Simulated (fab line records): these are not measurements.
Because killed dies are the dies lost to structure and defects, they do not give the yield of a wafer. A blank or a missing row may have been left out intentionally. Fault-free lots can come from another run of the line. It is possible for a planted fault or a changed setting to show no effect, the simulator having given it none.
fab line records	flow n5Finfet
record lots=24	wafers=72	lastDay=20
route steps=1938 shown BEOL_M12@1650 BEOL_M13@1673 BEOL_M14@1717
lots untouched by any fault: they come from a run of this same line in which no faults occurred
startH: hours from the record's first day to the start of the lot's first wafer shown	waitH: how many hours have passed since the lot's step before this one	" unchanged from the row above	L1.1+2: a row that stands for several wafers	- no value, or no start given	* or withheld: withheld	< > ~ a bound
route shown NAME@n: a module of which the file shows steps, and the number in the route of the first	usual: mean/standard deviation of fault-free wafers	same: alike in all rows	chamber/n: place in a boat	sites: readings site by site	_std_site: standard deviation of those values	_edge_site: inner sites' mean taken away from outer sites' mean	radiusMm: for every site, how far away it sits from the centre of the wafer	mask NAME#n: copy n	behind: tool/chamber where the wafer was last shaped	hold: the reason the lot was held/the length of the hold in hours/how it ended	device: names the non-switching transistor (n, p or np)	end of line: the route-end tests of the same wafers	a step given without rows: its recipe and nothing more	killed: at the first sort, the dies lost to defects and structure; wafer yield is something else	map: a wafer's dies, marking killed ones x, the rest . and places with no die _
set.NAME: setting as actually run; set.NAME@STEP: the setting as run at that earlier step	model.NAME: the simulator's own value behind a step, which no gauge read
steps of the route over a sample of lots; a table a step, a row a wafer
services: a tool's chamber out of use, with start hour (startH, from the record's first day; less than 0 if before it), hours out, and reason
## steps
# step N5_BEOL_M12_SPUTTER_45
# recipe material=Cu	targetThkA=800	tempC=-20	biasV=60	powerW=26000	chamberPressurePa=0.13	timeS=13.33
# usual susceptorTempC=-20.02/0.099	throttleValvePct=29.7/1.1
lot.wafer	tool	chamber	startH	waitH	susceptorTempC	throttleValvePct
L074.2	pvdSputter-01	-	277.30	0.0	-19.93	28.5
L074.5	"	-	"	"	-19.92	28.5
L074.6	"	-	"	"	-19.90	28.6
L075.2	pvdSputter-02	-	303.32	0.0	-19.86	30.0
L075.3	"	-	"	"	-20.02	30.1
L075.4	"	-	"	"	-19.99	28.7
L077.1	pvdSputter-03	-	303.38	0.0	-20.09	31.1
L077.2	"	-	"	"	-20.25	29.4
L077.5	"	-	"	"	-20.06	27.6
L076.1	pvdSputter-03	-	309.97	0.0	-20.02	29.0
L076.2	"	-	"	"	-19.95	27.8
L076.4	"	-	"	"	-20.03	30.5
L078.1	pvdSputter-02	-	310.31	0.0	-20.05	30.0
L078.3	"	-	"	"	-19.97	31.4
L078.5	"	-	"	"	-20.07	30.2
L079.3	pvdSputter-03	-	310.53	0.0	-19.89	28.9
L079.5	"	-	"	"	-19.91	29.0
L079.6	"	-	"	"	-20.02	28.0
L081.1	pvdSputter-03	-	318.11	0.0	-20.00	30.9
L081.3	"	-	"	"	-20.00	29.2
L081.6	"	-	"	"	-20.00	28.9
L082.1	pvdSputter-02	-	326.61	0.0	-20.14	30.3
L082.3	"	-	"	"	-19.93	31.5
L082.4	"	-	"	"	-20.01	28.7
L080.3	pvdSputter-03	-	326.86	0.0	-19.97	29.3
L080.5	"	-	"	"	-19.98	28.0
L080.6	"	-	"	"	-19.98	30.9
L084.1	pvdSputter-02	-	329.95	0.0	-20.25	31.3
L084.2	"	-	"	"	-20.09	29.9
L084.4	"	-	"	"	-19.98	28.4
L083.1	pvdSputter-01	-	332.26	0.0	-20.00	31.0
L083.4	"	-	"	"	-20.10	30.9
L083.6	"	-	"	"	-19.95	29.7
L085.2	pvdSputter-02	-	350.81	0.0	-20.03	31.2
L085.3	"	-	"	"	-20.23	30.1
L085.6	"	-	"	"	-20.03	31.2
L086.1	pvdSputter-01	-	358.49	0.0	-20.07	28.3
L086.4	"	-	"	"	-19.90	28.8
L086.6	"	-	"	"	-19.99	31.0
L088.2	pvdSputter-01	-	361.40	0.0	-19.83	29.3
L088.4	"	-	"	"	-20.10	29.6
L088.5	"	-	"	"	-20.05	28.3
L087.2	pvdSputter-01	-	364.16	0.0	-20.08	30.1
L087.3	"	-	"	"	-20.11	28.3
L087.5	"	-	"	"	-20.05	29.7
L089.2	pvdSputter-02	-	379.77	0.0	-20.05	30.0
L089.4	"	-	"	"	-19.95	31.1
L089.5	"	-	"	"	-20.00	30.2
L090.1	pvdSputter-03	-	396.80	0.0	-20.23	29.5
L090.4	"	-	"	"	-20.11	28.9
L090.5	"	-	"	"	-20.15	29.1
L093.1	pvdSputter-03	-	397.12	0.0	-19.99	29.2
L093.3	"	-	"	"	-19.96	29.2
L093.5	"	-	"	"	-19.89	29.1
L092.1	pvdSputter-02	-	397.34	0.0	-20.02	31.1
L092.2	"	-	"	"	-20.10	29.9
L092.5	"	-	"	"	-20.04	31.4
L091.1	pvdSputter-02	-	402.67	0.0	-19.98	28.5
L091.4	"	-	"	"	-19.96	31.5
L091.6	"	-	"	"	-20.10	31.4
L096.1	pvdSputter-02	-	423.61	0.0	-20.02	28.5
L096.2	"	-	"	"	-20.09	30.4
L096.3	"	-	"	"	-20.07	31.3
L095.1	pvdSputter-03	-	427.76	0.0	-20.05	28.8
L095.2	"	-	"	"	-20.06	30.7
L095.4	"	-	"	"	-19.99	27.9
L097.4	pvdSputter-02	-	437.00	0.0	-19.90	28.6
L097.5	"	-	"	"	-20.04	30.3
L097.6	"	-	"	"	-19.81	31.1
L094.1	pvdSputter-01	-	444.00	0.0	-20.28	29.7
L094.4	"	-	"	"	-19.89	28.9
L094.5	"	-	"	"	-19.89	31.3
# step N5_BEOL_M12_THK_MEAS_50
# recipe thkMeasGauge=xrf	reads=Cu_of_BEOL_M12_ECD_47
# usual M12_THK=322/4
lot.wafer	tool	chamber	startH	waitH	M12_THK[nm]
L074.2	filmMetro-02	-	278.21	-	317
L074.5	"	-	"	"	325
L074.6	"	-	"	"	327
L075.2	filmMetro-02	-	304.62	-	322
L075.3	"	-	"	"	322
L075.4	"	-	"	"	317
L077.1	filmMetro-01	-	304.67	-	327
L077.2	"	-	"	"	327
L077.5	"	-	"	"	329
L076.1	filmMetro-01	-	310.86	-	321
L076.2	"	-	"	"	314
L076.4	"	-	"	"	324
L078.1	filmMetro-02	-	311.17	-	321
L078.3	"	-	"	"	324
L078.5	"	-	"	"	318
L079.3	filmMetro-01	-	311.40	-	317
L079.5	"	-	"	"	319
L079.6	"	-	"	"	324
L081.1	filmMetro-02	-	319.19	-	321
L081.3	"	-	"	"	323
L081.6	"	-	"	"	322
L082.1	filmMetro-01	-	327.62	-	327
L082.3	"	-	"	"	323
L082.4	"	-	"	"	326
L080.3	filmMetro-01	-	327.78	-	323
L080.5	"	-	"	"	326
L080.6	"	-	"	"	327
L084.1	filmMetro-01	-	330.82	-	326
L084.2	"	-	"	"	320
L084.4	"	-	"	"	320
L083.1	filmMetro-01	-	333.11	-	326
L083.4	"	-	"	"	322
L083.6	"	-	"	"	322
L085.2	filmMetro-02	-	351.66	-	322
L085.3	"	-	"	"	325
L085.6	"	-	"	"	321
L086.1	filmMetro-02	-	359.34	-	325
L086.4	"	-	"	"	320
L086.6	"	-	"	"	319
L088.2	filmMetro-01	-	362.25	-	323
L088.4	"	-	"	"	320
L088.5	"	-	"	"	327
L087.2	filmMetro-01	-	365.04	-	319
L087.3	"	-	"	"	320
L087.5	"	-	"	"	315
L089.2	filmMetro-01	-	381.09	-	331
L089.4	"	-	"	"	328
L089.5	"	-	"	"	326
L090.1	filmMetro-01	-	397.66	-	311
L090.4	"	-	"	"	317
L090.5	"	-	"	"	318
L093.1	filmMetro-01	-	397.98	-	324
L093.3	"	-	"	"	324
L093.5	"	-	"	"	317
L092.1	filmMetro-01	-	398.29	-	326
L092.2	"	-	"	"	317
L092.5	"	-	"	"	316
L091.1	filmMetro-02	-	403.53	-	316
L091.4	"	-	"	"	320
L091.6	"	-	"	"	321
L096.1	filmMetro-02	-	424.71	-	316
L096.2	"	-	"	"	326
L096.3	"	-	"	"	320
L095.1	filmMetro-01	-	428.66	-	320
L095.2	"	-	"	"	319
L095.4	"	-	"	"	317
L097.4	filmMetro-02	-	437.86	-	324
L097.5	"	-	"	"	329
L097.6	"	-	"	"	322
L094.1	filmMetro-02	-	444.92	-	322
L094.4	"	-	"	"	320
L094.5	"	-	"	"	314
# step N5_BEOL_M13_ETCH_59
# recipe chemistry=N2/H2	target=BARC	targetDepthA=890	overetchA=267	timeS=67.9	ionEnergyEv=200	pressureMtorr=30	sourceW=840	biasW=150	n2FlowSccm=200	h2FlowSccm=200
# usual drypumpMotorCurrentA=5.8/0.46	oesProductAu=0.67/0.068	rfVppV=523.0/2.3	showerheadPlenumPTorr=2.51/0.076	throttleValvePct=17.98/0.23
lot.wafer	tool	chamber	startH	waitH	drypumpMotorCurrentA	oesProductAu	rfHoursCounterH	rfVppV	showerheadPlenumPTorr	throttleValvePct
L074.2	rieDiel-05	1	279.18	0.0	5.4	0.73	57	523.7	2.59	17.69
L074.5	"	0	"	"	5.8	0.58	-	524.6	2.50	17.81
L074.6	"	3	"	"	6.4	0.64	-	523.2	2.52	18.18
L075.2	rieDiel-02	1	305.51	0.0	5.6	0.63	190	518.8	2.42	18.18
L075.3	"	2	"	"	6.1	0.70	93	522.3	2.46	17.93
L075.4	"	3	"	"	5.9	0.60	-	520.8	2.42	17.99
L077.1	rieDiel-05	1	305.67	0.0	5.4	0.73	68	524.5	2.58	17.70
L077.2	"	0	"	"	5.8	0.58	243	524.1	2.50	17.84
L077.5	"	0	"	"	5.8	0.59	-	522.4	2.50	17.84
L076.1	rieDiel-05	3	311.73	0.0	6.4	0.63	181	523.1	2.52	18.19
L076.2	"	0	"	"	5.8	0.58	246	522.3	2.50	17.83
L076.4	"	1	"	"	5.4	0.72	70	524.7	2.58	17.71
L078.1	rieDiel-02	2	312.33	0.0	6.1	0.70	96	520.9	2.46	17.93
L078.3	"	0	"	"	4.8	0.77	28	524.8	2.59	17.82
L078.5	"	1	"	"	5.6	0.62	-	521.3	2.42	18.19
L079.3	rieDiel-03	2	312.59	0.0	5.7	0.58	242	520.3	2.41	18.05
L079.5	"	0	"	"	5.9	0.66	-	527.5	2.66	18.10
L079.6	"	2	"	"	5.7	0.59	-	521.1	2.41	18.04
L081.1	rieDiel-05	0	320.02	0.0	5.8	0.58	249	522.2	2.50	17.84
L081.3	"	2	"	"	6.2	0.75	41	523.2	2.48	17.80
L081.6	"	0	"	"	5.8	0.58	-	521.8	2.49	17.84
L082.1	rieDiel-05	2	328.51	0.0	6.2	0.74	46	522.7	2.48	17.80
L082.3	"	1	"	"	5.4	0.71	78	525.0	2.58	17.74
L082.4	"	2	"	"	6.2	0.75	-	523.7	2.48	17.81
L080.3	rieDiel-05	1	328.85	0.0	5.3	0.71	78	524.8	2.58	17.74
L080.5	"	1	"	"	5.3	0.71	-	524.3	2.58	17.72
L080.6	"	3	"	"	6.4	0.62	-	523.0	2.52	18.20
L084.1	rieDiel-05	3	333.88	0.0	6.4	0.63	191	524.2	2.52	18.20
L084.2	"	1	"	"	5.4	0.71	81	522.8	2.57	17.72
L084.4	"	3	"	"	6.3	0.62	-	523.0	2.52	18.21
L083.1	rieDiel-02	2	335.77	0.0	6.1	0.69	103	520.9	2.46	17.94
L083.4	"	1	"	"	5.6	0.62	203	519.4	2.42	18.22
L083.6	"	1	"	"	5.6	0.62	-	520.4	2.42	18.22
L085.2	rieDiel-05	1	354.07	0.0	5.4	0.70	93	523.0	2.57	17.76
L085.3	"	3	"	"	6.3	0.61	203	523.7	2.51	18.25
L085.6	"	3	"	"	6.3	0.62	-	523.1	2.51	18.24
L086.1	rieDiel-03	1	360.23	0.0	5.7	0.60	221	522.2	2.51	18.38
L086.4	"	3	"	"	5.5	0.58	-	526.5	2.62	18.08
L086.6	"	1	"	"	5.7	0.60	-	522.3	2.51	18.39
L088.2	rieDiel-03	3	363.01	0.0	5.5	0.58	222	525.7	2.62	18.10
L088.4	"	1	"	"	5.7	0.59	-	522.9	2.51	18.39
L088.5	"	3	"	"	5.5	0.59	-	525.9	2.62	18.10
L087.2	rieDiel-05	3	365.93	0.0	6.4	0.62	206	523.4	2.51	18.24
L087.3	"	2	"	"	6.2	0.72	65	522.9	2.47	17.84
L087.5	"	1	"	"	5.3	0.70	-	524.4	2.57	17.75
L089.2	rieDiel-03	0	381.89	0.0	5.9	0.64	150	526.9	2.65	18.13
L089.4	"	3	"	"	5.5	0.58	230	525.9	2.62	18.09
L089.5	"	3	"	"	5.5	0.58	-	526.8	2.62	18.09
L090.1	rieDiel-02	0	398.42	0.0	4.8	0.73	59	524.7	2.58	17.86
L090.4	"	2	"	"	6.1	0.67	128	521.6	2.45	17.98
L090.5	"	1	"	"	5.6	0.61	-	519.7	2.41	18.25
L093.1	rieDiel-02	1	398.80	0.0	5.6	0.61	216	520.4	2.41	18.26
L093.3	"	0	"	"	4.8	0.74	59	524.2	2.58	17.88
L093.5	"	0	"	"	4.8	0.75	-	525.1	2.58	17.85
L092.1	rieDiel-02	3	399.18	0.0	5.9	0.59	245	518.4	2.41	18.04
L092.2	"	1	"	"	5.6	0.61	216	517.8	2.41	18.26
L092.5	"	0	"	"	4.8	0.74	-	524.7	2.58	17.87
L091.1	rieDiel-05	2	404.42	0.0	6.2	0.71	77	520.7	2.47	17.86
L091.4	"	0	"	"	5.8	0.79	19	522.2	2.49	17.48
L091.6	"	0	"	"	5.8	0.78	-	522.1	2.49	17.47
L096.1	rieDiel-05	0	425.47	0.0	5.8	0.77	26	522.5	2.48	17.48
L096.2	"	1	"	"	5.3	0.68	114	525.4	2.56	17.78
L096.3	"	3	"	"	6.4	0.61	222	522.7	2.50	18.27
L095.1	rieDiel-02	2	429.45	0.0	6.1	0.67	138	521.7	2.44	17.99
L095.2	"	0	"	"	4.8	0.72	70	524.7	2.57	17.89
L095.4	"	0	"	"	4.8	0.73	-	525.1	2.57	17.90
L097.4	rieDiel-02	2	439.20	0.0	6.1	0.66	-	521.1	2.44	18.01
L097.5	"	1	"	"	5.6	0.60	-	519.8	2.41	18.27
L097.6	"	0	"	"	4.8	0.72	-	524.4	2.57	17.91
L094.1	rieDiel-02	0	445.81	0.0	4.8	0.71	76	524.1	2.57	17.90
L094.4	"	2	"	"	6.1	0.66	144	520.2	2.44	18.01
L094.5	"	2	"	"	6.1	0.66	-	520.6	2.44	18.02
# step N5_BEOL_M13_CD_MEAS_28
# recipe targetCdNm=209.5	landingEnergyEv=500	detector=seInlens
# usual cdNm=209.5/0.88
lot.wafer	tool	chamber	startH	waitH	cdNm
L074.2	cdSem-01	0	280.00	-	210.8
L074.5	"	0	"	"	210.4
L074.6	"	0	"	"	210.7
L075.2	cdSem-03	0	306.46	-	207.9
L075.3	"	0	"	"	208.6
L075.4	"	0	"	"	207.6
L077.1	cdSem-03	0	306.62	-	208.0
L077.2	"	0	"	"	209.2
L077.5	"	0	"	"	209.0
L076.1	cdSem-01	0	312.55	-	209.1
L076.2	"	0	"	"	210.4
L076.4	"	0	"	"	209.8
L078.1	cdSem-02	0	313.27	-	209.9
L078.3	"	0	"	"	209.4
L078.5	"	0	"	"	209.6
L079.3	cdSem-02	0	313.54	-	210.1
L079.5	"	0	"	"	210.1
L079.6	"	0	"	"	210.6
L081.1	cdSem-02	0	320.84	-	209.6
L081.3	"	0	"	"	209.8
L081.6	"	0	"	"	209.7
L082.1	cdSem-01	0	329.46	-	211.0
L082.3	"	0	"	"	210.1
L082.4	"	0	"	"	210.0
L080.3	cdSem-03	0	329.68	-	210.6
L080.5	"	0	"	"	210.2
L080.6	"	0	"	"	211.0
L084.1	cdSem-01	0	334.83	-	210.2
L084.2	"	0	"	"	210.4
L084.4	"	0	"	"	210.9
L083.1	cdSem-02	0	336.64	-	210.4
L083.4	"	0	"	"	210.2
L083.6	"	0	"	"	210.8
L085.2	cdSem-03	0	355.03	-	208.9
L085.3	"	0	"	"	209.3
L085.6	"	0	"	"	209.4
L086.1	cdSem-03	0	361.18	-	209.8
L086.4	"	0	"	"	209.9
L086.6	"	0	"	"	209.4
L088.2	cdSem-01	0	363.96	-	209.2
L088.4	"	0	"	"	209.6
L088.5	"	0	"	"	208.9
L087.2	cdSem-02	0	366.75	-	210.5
L087.3	"	0	"	"	210.7
L087.5	"	0	"	"	209.1
L089.2	cdSem-03	0	382.72	-	209.6
L089.4	"	0	"	"	210.5
L089.5	"	0	"	"	210.9
L090.1	cdSem-01	0	399.37	-	209.5
L090.4	"	0	"	"	208.9
L090.5	"	0	"	"	210.0
L093.1	cdSem-02	0	399.63	-	208.8
L093.3	"	0	"	"	209.3
L093.5	"	0	"	"	209.2
L092.1	cdSem-01	0	400.01	-	210.6
L092.2	"	0	"	"	208.7
L092.5	"	0	"	"	209.2
L091.1	cdSem-02	0	405.24	-	208.1
L091.4	"	0	"	"	209.2
L091.6	"	0	"	"	208.0
L096.1	cdSem-03	0	426.39	-	209.0
L096.2	"	0	"	"	210.0
L096.3	"	0	"	"	209.7
L095.1	cdSem-03	0	430.41	-	208.5
L095.2	"	0	"	"	208.9
L095.4	"	0	"	"	208.4
L097.4	cdSem-03	0	440.13	-	209.8
L097.5	"	0	"	"	209.5
L097.6	"	0	"	"	209.2
L094.1	cdSem-02	0	446.64	-	208.4
L094.4	"	0	"	"	209.6
L094.5	"	0	"	"	208.0
# step N5_BEOL_M13_SPUTTER_43
# recipe material=TaN	targetThkA=150	tempC=50	biasV=168.6	powerW=15000	chamberPressurePa=0.12	timeS=24.19
# usual susceptorTempC=49.99/0.11	throttleValvePct=29.6/1
lot.wafer	tool	chamber	startH	waitH	susceptorTempC	throttleValvePct
L074.2	pvdSputter-01	-	283.00	0.0	49.88	28.9
L074.5	"	-	"	"	49.98	28.5
L074.6	"	-	"	"	49.94	30.0
L075.2	pvdSputter-03	-	309.31	0.0	49.98	27.8
L075.3	"	-	"	"	50.00	29.4
L075.4	"	-	"	"	49.98	28.8
L077.1	pvdSputter-02	-	309.33	0.0	50.05	28.6
L077.2	"	-	"	"	49.93	30.4
L077.5	"	-	"	"	49.90	29.8
L076.1	pvdSputter-02	-	313.73	0.0	50.10	31.4
L076.2	"	-	"	"	50.09	30.0
L076.4	"	-	"	"	49.96	28.4
L078.1	pvdSputter-03	-	316.77	0.0	50.14	27.7
L078.3	"	-	"	"	49.91	30.6
L078.5	"	-	"	"	49.91	29.3
L079.3	pvdSputter-01	-	316.87	0.0	50.10	29.1
L079.5	"	-	"	"	49.81	29.0
L079.6	"	-	"	"	50.01	28.5
L081.1	pvdSputter-02	-	326.77	0.0	50.15	30.4
L081.3	"	-	"	"	50.05	29.7
L081.6	"	-	"	"	50.05	31.4
L082.1	pvdSputter-03	-	332.20	0.0	49.77	30.6
L082.3	"	-	"	"	49.84	29.0
L082.4	"	-	"	"	50.14	29.1
L080.3	pvdSputter-02	-	336.47	0.0	50.09	29.1
L080.5	"	-	"	"	50.01	31.7
L080.6	"	-	"	"	50.04	30.4
L084.1	pvdSputter-02	-	337.27	0.0	50.00	30.2
L084.2	"	-	"	"	49.87	29.7
L084.4	"	-	"	"	50.08	28.5
L083.1	pvdSputter-03	-	339.82	0.0	50.16	29.2
L083.4	"	-	"	"	50.02	31.0
L083.6	"	-	"	"	50.06	29.2
L085.2	pvdSputter-01	-	357.93	0.0	50.03	29.7
L085.3	"	-	"	"	50.14	28.5
L085.6	"	-	"	"	50.19	29.0
L086.1	pvdSputter-03	-	362.90	0.0	49.94	29.0
L086.4	"	-	"	"	50.13	27.9
L086.6	"	-	"	"	49.83	28.1
L088.2	pvdSputter-02	-	368.62	0.0	49.88	29.7
L088.4	"	-	"	"	49.95	28.6
L088.5	"	-	"	"	49.91	28.4
L087.2	pvdSputter-03	-	369.59	0.0	50.07	30.6
L087.3	"	-	"	"	49.80	28.1
L087.5	"	-	"	"	49.96	27.9
L089.2	pvdSputter-02	-	385.63	0.0	49.93	29.7
L089.4	"	-	"	"	49.70	31.5
L089.5	"	-	"	"	49.99	29.6
L093.1	pvdSputter-01	-	402.88	0.0	49.88	29.7
L093.3	"	-	"	"	50.16	28.6
L093.5	"	-	"	"	49.83	31.0
L092.1	pvdSputter-02	-	402.97	0.0	50.00	28.6
L092.2	"	-	"	"	50.13	29.6
L092.5	"	-	"	"	49.96	30.0
L090.1	pvdSputter-02	-	405.37	0.0	49.90	31.3
L090.4	"	-	"	"	50.04	28.7
L090.5	"	-	"	"	50.07	31.3
L091.1	pvdSputter-01	-	406.68	0.0	50.00	28.7
L091.4	"	-	"	"	49.98	31.4
L091.6	"	-	"	"	49.82	28.7
L096.1	pvdSputter-02	-	428.79	0.0	50.04	30.2
L096.2	"	-	"	"	50.04	29.9
L096.3	"	-	"	"	50.11	31.3
L095.1	pvdSputter-03	-	433.41	0.0	49.97	27.9
L095.2	"	-	"	"	50.12	28.9
L095.4	"	-	"	"	50.14	29.2
L097.4	pvdSputter-01	-	443.16	0.0	49.92	29.6
L097.5	"	-	"	"	50.01	28.4
L097.6	"	-	"	"	49.85	29.9
L094.1	pvdSputter-02	-	452.28	0.0	49.91	28.6
L094.4	"	-	"	"	50.03	30.2
L094.5	"	-	"	"	49.70	31.5
# step N5_BEOL_M14_THK_MEAS_01
# recipe reads=SiO2_of_BEOL_M14_ILD_DEP_00
# usual M14_ILD_THK=1121/13
lot.wafer	tool	chamber	startH	waitH	M14_ILD_THK[nm]
L074.2	filmMetro-02	-	284.75	0.1	1110
L074.5	"	-	"	"	1149
L074.6	"	-	"	"	1137
L075.2	filmMetro-02	-	310.74	0.1	1102
L075.3	"	-	"	"	1113
L075.4	"	-	"	"	1136
L077.1	filmMetro-02	-	310.93	0.1	1127
L077.2	"	-	"	"	1116
L077.5	"	-	"	"	1140
L076.1	filmMetro-02	-	315.16	0.1	1108
L076.2	"	-	"	"	1107
L076.4	"	-	"	"	1126
L078.1	filmMetro-02	-	318.21	0.1	1125
L078.3	"	-	"	"	1112
L078.5	"	-	"	"	1124
L079.3	filmMetro-01	-	318.38	0.1	1134
L079.5	"	-	"	"	1122
L079.6	"	-	"	"	1129
L081.1	filmMetro-01	-	328.27	0.1	1106
L081.3	"	-	"	"	1105
L081.6	"	-	"	"	1119
L082.1	filmMetro-01	-	333.77	0.1	1116
L082.3	"	-	"	"	1109
L082.4	"	-	"	"	1137
L080.3	filmMetro-02	-	337.89	0.1	1120
L080.5	"	-	"	"	1133
L080.6	"	-	"	"	1137
L084.1	filmMetro-02	-	338.73	0.1	1108
L084.2	"	-	"	"	1099
L084.4	"	-	"	"	1131
L083.1	filmMetro-01	-	341.23	0.1	1114
L083.4	"	-	"	"	1143
L083.6	"	-	"	"	1133
L085.2	filmMetro-01	-	359.42	0.1	1126
L085.3	"	-	"	"	1115
L085.6	"	-	"	"	1112
L086.1	filmMetro-01	-	364.47	0.1	1138
L086.4	"	-	"	"	1154
L086.6	"	-	"	"	1150
L088.2	filmMetro-02	-	370.22	0.1	1109
L088.4	"	-	"	"	1122
L088.5	"	-	"	"	1134
L087.2	filmMetro-01	-	371.01	0.1	1103
L087.3	"	-	"	"	1104
L087.5	"	-	"	"	1125
L089.2	filmMetro-01	-	387.14	0.2	1119
L089.4	"	-	"	"	1117
L089.5	"	-	"	"	1125
L093.1	filmMetro-01	-	404.32	0.1	1097
L093.3	"	-	"	"	1101
L093.5	"	-	"	"	1119
L092.1	filmMetro-01	-	404.38	0.1	1127
L092.2	"	-	"	"	1124
L092.5	"	-	"	"	1134
L090.1	filmMetro-01	-	409.47	0.2	1101
L090.4	"	-	"	"	1129
L090.5	"	-	"	"	1121
L091.1	filmMetro-02	-	410.20	0.1	1105
L091.4	"	-	"	"	1130
L091.6	"	-	"	"	1123
L096.1	filmMetro-02	-	430.26	0.1	1118
L096.2	"	-	"	"	1126
L096.3	"	-	"	"	1119
L095.1	filmMetro-01	-	434.83	0.1	1119
L095.2	"	-	"	"	1116
L095.4	"	-	"	"	1125
L097.4	filmMetro-01	-	444.77	0.0	1108
L097.5	"	-	"	"	1120
L097.6	"	-	"	"	1117
L094.1	filmMetro-01	-	453.78	0.1	1099
L094.4	"	-	"	"	1102
L094.5	"	-	"	"	1112
## services
tool	chamber	startH	hours	kind
rieDiel-05	2	281.14	7.1	repair
rieDiel-02	0	294.77	12.3	repair
rieDiel-03	1	312.30	15.5	repair
rieDiel-05	3	315.21	3.1	repair
rieDiel-05	0	321.37	-	clean
rieDiel-05	0	321.37	-	consumableReplace:focusRing
rieDiel-05	0	321.37	26.0	scheduledDown
rieDiel-05	0	321.37	26.0	ventCycle
rieDiel-02	2	322.19	4.5	repair
rieDiel-03	-	327.21	28.1	pm
rieDiel-05	-	329.22	0.3	repair
rieDiel-02	-	332.96	1.8	repair
rieDiel-02	0	350.85	2.9	repair
rieDiel-02	-	368.45	4.3	pm
rieDiel-03	-	374.24	1.1	repair
rieDiel-05	3	381.29	7.0	repair
rieDiel-03	-	408.89	2.8	pm
rieDiel-02	-	412.46	0.3	repair
rieDiel-02	3	414.83	-	clean
rieDiel-02	3	414.83	-	consumableReplace:focusRing
rieDiel-02	3	414.83	-	consumableReplace:showerhead
rieDiel-05	2	431.49	8.2	repair
rieDiel-05	0	434.83	5.0	repair
pvdSputter-02	-	444.70	7.5	repair
## key
fault none
